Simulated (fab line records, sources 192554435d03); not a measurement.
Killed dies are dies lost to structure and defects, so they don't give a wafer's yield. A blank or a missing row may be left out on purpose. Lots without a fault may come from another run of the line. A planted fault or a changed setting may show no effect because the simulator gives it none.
fab line records | flow n5_finfet
record lots=12 wafers=35 last_day=17
route steps=1938 shown ZERO_LAYER@4 PMOS_HMC_CHANNEL_EPI@82 FIN_SAQP@115 PASSIVATION@1936
lots that met no fault: from a run of the same line without faults
start_h: hours from the record's first day to the start of the lot's first wafer shown | wait_h: hours since the lot's step before | " the same as in the row above | L1.1+2: a row that stands for several wafers | - no value, or no start given | * or withheld: withheld | < > ~ a bound
route shown NAME@n: a module of which the file shows steps, and the number in the route of the first | usual: mean/standard deviation of fault-free wafers | same: alike in all rows | chamber/n: place in a boat | sites: the reading at each site | _std_site: their standard deviation | _edge_site: outer sites' mean less inner sites' | radius_mm: how far each site lies from the wafer's centre | mask NAME#n: copy n | behind: the tool/chamber that last shaped the wafer | hold: why the lot was held/for how many hours/how that ended | device: the transistor (n, p or np) that didn't switch | end of line: the same wafers' tests at the end of the route | a step without rows: its recipe alone | killed: dies lost to structure and defects at the first sort, not the wafer's yield | map: a wafer's dies, x killed, . not, _ none there
set.NAME: the setting as run; set.NAME@STEP: as run at that earlier step | model.NAME: the simulator's own value behind a step, which no gauge read
steps of the route over a sample of lots; a table a step, a row a wafer
services: from which hour (start_h, from the record's first day; less than 0 if before it) a tool's chamber was out of use, for how many hours, and why
## steps
# step N5_ZERO_LAYER_PECVD_02
# recipe material=SiO2 target_thk_a=100 temp_c=400 precursor=SiH4/N2O pressure_torr=0.75 rf_w=275 time_s=6
# usual chamber_pressure_Torr=0.7499/0.0016 heater_power_outer_w=478/52 heater_power_w=795/69 showerhead_plenum_p_Torr=8.06/0.077
# columns lot.wafer tool chamber start_h wait_h chamber_pressure_Torr heater_power_outer_w heater_power_w showerhead_plenum_p_Torr
L372.1 pecvd-02 1 12.28 0.0 0.7516 499 802 8.02
L372.2 " 2 " " 0.7496 360 656 7.96
L372.3 " 0 " " 0.7509 526 868 8.10
L373.2 pecvd-02 0 18.28 0.0 0.7498 534 880 8.06
L373.3 " 1 " " 0.7501 537 866 8.01
L373.6 " 2 " " 0.7499 383 647 7.97
L375.1 pecvd-04 2 30.28 0.0 0.7519 444 770 8.07
L375.2 " 0 " " 0.7482 441 727 8.03
L375.5 " 0 " " 0.7504 433 741 8.05
L377.1 pecvd-01 0 42.37 0.1 0.7492 477 786 8.01
L377.2 " 1 " " 0.7512 436 756 8.17
L377.4 " 2 " " 0.7494 540 876 8.17
L383.1 pecvd-01 1 78.28 0.0 - - - -
L383.4 " 1 " " - - - -
L383.5 " 2 " " - - - -
L384.2 pecvd-02 2 84.29 0.0 - - - -
L384.3 " 1 " " - - - -
L384.4 " 2 " " - - - -
L385.4 pecvd-01 0 90.31 0.1 - - - -
L385.5 " 1 " " - - - -
L385.6 " 2 " " - - - -
L386.2 pecvd-02 2 96.28 0.0 0.7513 449 779 7.92
L386.4 " 2 " " 0.7506 456 779 7.94
L386.6 " 1 " " 0.7503 536 849 8.00
L387.2 pecvd-02 2 102.29 0.0 0.7514 378 686 7.94
L387.3 " 1 " " 0.7500 572 884 8.00
L387.6 " 0 " " 0.7505 527 889 8.09
L388.4 pecvd-02 1 108.31 0.1 0.7500 524 801 7.99
L388.6 " 0 " " 0.7507 541 863 8.08
L394.1 pecvd-01 0 144.29 0.0 0.7498 453 708 8.03
L394.2 " 1 " " 0.7475 491 846 8.20
L394.3 " 2 " " 0.7505 497 846 8.19
L395.3 pecvd-01 2 150.28 0.0 0.7490 466 822 8.20
L395.4 " 2 " " 0.7513 487 830 8.20
L395.6 " 1 " " 0.7491 437 757 8.20
# step N5_PMOS_HMC_CHANNEL_EPI_THK_MEAS_22
# recipe reads=SiGe30_of_PMOS_HMC_CHANNEL_EPI_EPI_20
# usual HMC_CMP_THK=54.0/1.1
# columns lot.wafer tool chamber start_h wait_h HMC_CMP_THK[nm]
L372.1 film_metro-02 - 19.44 - 54.2
L372.2 " - " " 54.4
L372.3 " - " " 53.0
L373.2 film_metro-02 - 25.83 - 52.8
L373.3 " - " " 54.7
L373.6 " - " " 54.2
L375.1 film_metro-01 - 38.19 - 54.1
L375.2 " - " " 53.0
L375.5 " - " " 52.2
L377.1 film_metro-02 - 49.94 - 54.5
L377.2 " - " " 53.5
L377.4 " - " " 54.2
L383.1 film_metro-01 - 88.29 - 52.9
L383.4 " - " " 52.6
L383.5 " - " " 52.7
L384.2 film_metro-02 - 91.35 - 52.7
L384.3 " - " " 52.9
L384.4 " - " " 53.7
L385.4 film_metro-01 - 98.98 - 54.1
L385.5 " - " " 54.0
L385.6 " - " " 53.2
L386.2 film_metro-01 - 104.55 - 52.8
L386.4 " - " " 54.0
L386.6 " - " " 55.2
L387.2 film_metro-01 - 110.00 - 53.0
L387.3 " - " " 54.2
L387.6 " - " " 54.6
L388.4 film_metro-01 - 116.14 - 53.2
L388.6 " - " " 53.2
L394.1 film_metro-01 - 151.61 - 52.5
L394.2 " - " " 53.9
L394.3 " - " " 54.6
L395.3 film_metro-01 - 157.58 - 53.0
L395.4 " - " " 53.2
L395.6 " - " " 53.1
# step N5_PMOS_HMC_CHANNEL_EPI_INSPECT_30
# recipe inspect_instrument=darkfield mode=post_epi
# usual raw_defect_count=19/6.1
# columns lot.wafer tool chamber start_h wait_h raw_defect_count
L372.1 defect_inspect-01 - 20.02 0.0 13
L372.2 " - " " 20
L372.3 " - " " 30
L373.2 defect_inspect-02 - 26.31 0.0 18
L373.3 " - " " 11
L373.6 " - " " 27
L375.1 defect_inspect-02 - 38.67 0.0 16
L375.2 " - " " 22
L375.5 " - " " 6
L377.1 defect_inspect-02 - 50.42 0.0 17
L377.2 " - " " 15
L377.4 " - " " 14
L383.1 defect_inspect-02 - 88.77 0.0 20
L383.4 " - " " 20
L383.5 " - " " 19
L384.2 defect_inspect-01 - 91.82 0.0 27
L384.3 " - " " 20
L384.4 " - " " 32
L385.4 defect_inspect-02 - 99.56 0.0 16
L385.5 " - " " 15
L385.6 " - " " 20
L386.2 defect_inspect-02 - 105.03 0.0 23
L386.4 " - " " 14
L386.6 " - " " 14
L387.2 defect_inspect-02 - 110.58 0.0 15
L387.3 " - " " 14
L387.6 " - " " 16
L388.4 defect_inspect-02 - 116.62 0.0 16
L388.6 " - " " 13
L394.1 defect_inspect-01 - 152.19 0.0 19
L394.2 " - " " 19
L394.3 " - " " 14
L395.3 defect_inspect-01 - 158.06 0.0 23
L395.4 " - " " 16
L395.6 " - " " 13
# step N5_FIN_SAQP_ETCH_51
# recipe chemistry=CF4 target=SiARC target_depth_a=455 mask_material=CAR-ArF time_s=75.8 ion_energy_ev=80 pressure_mtorr=40 source_w=545 bias_w=36 Ar_flow_sccm=100 cf4_flow_sccm=100 ends=cleared
# usual cf4_flow_sccm=100.1/0.31 drypump_motor_current_A=5.9/0.35 etch_rf_on_time_s=76.1/1.6 oes_product_au=0.66/0.068 rf_vpp_V=184.4/0.98 showerhead_plenum_p_Torr=2.17/0.048 throttle_valve_pct=15.69/0.26
# columns lot.wafer tool chamber start_h wait_h cf4_flow_sccm drypump_motor_current_A etch_rf_on_time_s oes_product_au rf_hours_counter_h rf_vpp_V showerhead_plenum_p_Torr throttle_valve_pct
L372.1 rie_diel-02 2 22.15 0.0 99.5 6.0 76.1 0.73 44 185.6 2.19 15.30
L372.2 " 3 " " 100.1 5.6 77.2 0.64 159 185.3 2.23 15.63
L372.3 " 1 " " 100.2 6.3 76.3 0.61 234 184.6 2.20 16.04
L373.2 rie_diel-02 1 27.90 0.0 100.0 6.3 76.2 0.60 238 184.5 2.20 16.04
L373.3 " 3 " " 100.1 5.6 76.4 0.65 163 185.8 2.23 15.64
L373.6 " 3 " " 100.3 5.6 76.5 0.64 - 184.8 2.23 15.64
L375.1 rie_diel-02 3 40.12 0.0 99.8 5.6 77.0 0.63 168 185.9 2.22 15.66
L375.2 " 2 " " 100.4 6.0 77.5 0.71 51 184.3 2.18 15.30
L375.5 " 2 " " 99.9 6.0 76.1 0.72 - 184.9 2.18 15.32
L377.1 rie_diel-02 2 52.10 0.0 99.8 6.0 77.1 0.71 57 183.9 2.18 15.29
L377.2 " 3 " " 99.9 5.6 76.8 0.63 173 184.0 2.22 15.67
L377.4 " 3 " " 100.2 5.6 76.6 0.64 - 184.8 2.22 15.66
L383.1 rie_diel-01 1 91.72 0.0 100.0 5.8 77.3 0.58 242 184.7 2.19 15.80
L383.4 " 3 " " 99.8 5.6 74.5 0.71 88 183.1 2.17 15.86
L383.5 " 2 " " 99.9 6.5 77.0 0.60 - 184.7 2.20 15.71
L384.2 rie_diel-04 3 93.43 0.0 100.3 5.2 76.8 0.62 206 183.4 2.12 16.01
L384.3 " 2 " " 99.9 5.4 77.8 0.58 - 185.3 2.22 15.91
L384.4 " 3 " " 99.9 5.2 77.5 0.61 - 184.0 2.12 16.01
L385.4 rie_diel-02 2 102.32 0.0 100.0 6.0 75.8 0.70 70 184.7 2.18 15.33
L385.5 " 3 " " 100.5 5.7 77.0 0.62 - 184.2 2.22 15.70
L385.6 " 2 " " 99.7 6.0 75.5 0.70 - 184.6 2.18 15.35
L386.2 rie_diel-02 0 107.20 0.0 100.4 5.9 73.8 0.66 134 184.9 2.13 15.65
L386.4 " 3 " " 100.0 5.6 76.7 0.62 188 185.7 2.22 15.70
L386.6 " 0 " " 100.6 5.9 74.2 0.67 - 184.2 2.13 15.65
L387.2 rie_diel-02 2 112.04 0.0 100.2 6.0 75.0 0.70 74 184.5 2.18 15.35
L387.3 " 1 " " 100.3 6.3 74.1 0.79 11 185.0 2.19 15.59
L387.6 " 3 " " 99.6 5.6 76.7 0.62 - 184.3 2.22 15.70
L388.4 rie_diel-02 3 119.13 0.0 100.1 5.6 75.2 0.63 193 185.1 2.22 15.71
L388.6 " 3 " " 100.1 5.6 76.1 0.63 - 186.5 2.22 15.70
L394.1 rie_diel-04 0 153.52 0.0 100.1 5.9 72.9 0.82 9 183.8 2.18 15.01
L394.2 " 3 " " 99.8 5.2 76.9 0.60 223 183.4 2.11 16.04
L394.3 " 1 " " 100.1 6.6 77.5 0.72 53 183.2 2.08 15.48
L395.3 rie_diel-01 0 159.55 0.0 99.7 5.9 79.9 0.60 207 183.0 2.04 15.98
L395.4 " 3 " " 99.9 5.6 74.4 0.70 - 183.5 2.16 15.92
L395.6 " 0 " " 100.7 5.9 79.3 0.60 - 183.5 2.04 15.99
# step N5_PASSIVATION_PROBE_49
# usual killed_at_M0_to_M3=33/9.1 killed_at_M4_up=14/5.6 killed_at_contacts=13/5.7 killed_at_front_end=42/12 killed_at_other=4/3 killed_dies=105/16 killed_open=69/11 killed_short=34/7.5
# same gross_dies=1180 killed_at_back_side=0
# columns lot.wafer tool chamber start_h wait_h killed_at_M0_to_M3 killed_at_M4_up killed_at_contacts killed_at_front_end killed_at_other killed_dies killed_open killed_short
L394.1 prober-02 - 411.58 0.0 40 14 16 40 11 121 79 40
L394.3 prober-02 - 411.68 0.1 28 12 13 36 6 95 67 26
# killed by level:class
L394.1 STI_FIN_REVEAL:geometric_particle:open=15 BEOL_M1:geometric_particle:open=15 MOL_CONTACT_COAG:geometric_particle:open=13 BEOL_M0_SAQP:geometric_particle:short=11 MIM_TOP_ETCH:geometric_particle:short=7 FIN_SAQP:geometric_particle:short=6 BEOL_M4:geometric_particle:open=6 STARTING-WAFER:geometric_particle:open=6
L394.3 STI_FIN_REVEAL:geometric_particle:open=13 MOL_CONTACT_COAG:geometric_particle:open=9 BEOL_M0_SAQP:geometric_particle:open=9 BEOL_M4:geometric_particle:open=6 BEOL_M0_SAQP:geometric_particle:short=6 BEOL_M1:geometric_particle:open=6 BEOL_M2:geometric_particle:open=5 STI_FIN_REVEAL:geometric_particle:short=4
## services
# columns tool chamber start_h hours kind
rie_diel-04 3 0.81 2.7 repair
rie_diel-02 2 3.81 1.6 repair
pecvd-02 0 4.53 2.9 repair
rie_diel-02 0 11.73 46.7 repair
pecvd-02 2 21.12 - clean
pecvd-02 2 21.12 - consumable_replace:showerhead
pecvd-02 2 21.12 29.0 scheduled_down
pecvd-02 2 21.12 29.0 vent_cycle
rie_diel-02 2 28.82 5.0 repair
pecvd-04 2 30.58 5.5 repair
pecvd-01 1 58.57 5.5 scheduled_down
rie_diel-02 1 59.17 - clean
rie_diel-02 1 59.17 - consumable_replace:focus_ring
rie_diel-02 1 59.17 15.3 scheduled_down
rie_diel-02 1 59.17 15.3 vent_cycle
pecvd-02 1 59.86 3.4 repair
rie_diel-02 - 63.58 14.6 pm
rie_diel-01 - 72.88 0.5 repair
rie_diel-04 0 86.02 - clean
rie_diel-04 0 86.02 - consumable_replace:focus_ring
pecvd-02 0 110.42 2.1 scheduled_down
pecvd-01 2 114.12 2.1 scheduled_down
pecvd-02 2 124.07 2.3 repair
rie_diel-04 3 133.21 1.2 repair
## key
first_sign step=N5_ZERO_LAYER_PECVD_02 reading=tool_record direction=missing
effect none on later readings
met_at N5_ZERO_LAYER_PECVD_02
struck_lots L383,L384,L385
tester_left_out L383,L384,L385
baseline_loss step=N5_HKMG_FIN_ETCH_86 wafers=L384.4
not_acting_at N5_PMOS_HMC_CHANNEL_EPI_THK_MEAS_22,N5_PMOS_HMC_CHANNEL_EPI_INSPECT_30,N5_FIN_SAQP_ETCH_51
onset_between 42.37 78.28
fault kind=skipped_step_whole tool=pecvd-01,pecvd-02 chamber=- onset_h=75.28 steps=N5_ZERO_LAYER_PECVD_02 scope=struck_lots_only
# tester_left_out: of these lots the tester's yield and bins aren't shown, on N5 and GAA mostly nor the transistor test; their killed dies are dies lost to structure and defects alone, not to doping, threshold or leakage, so they don't give the yield
# baseline_loss: these wafers lose ten dies or more at that step, a loss of the line's own and not of a fault; the sort's usual values leave them out
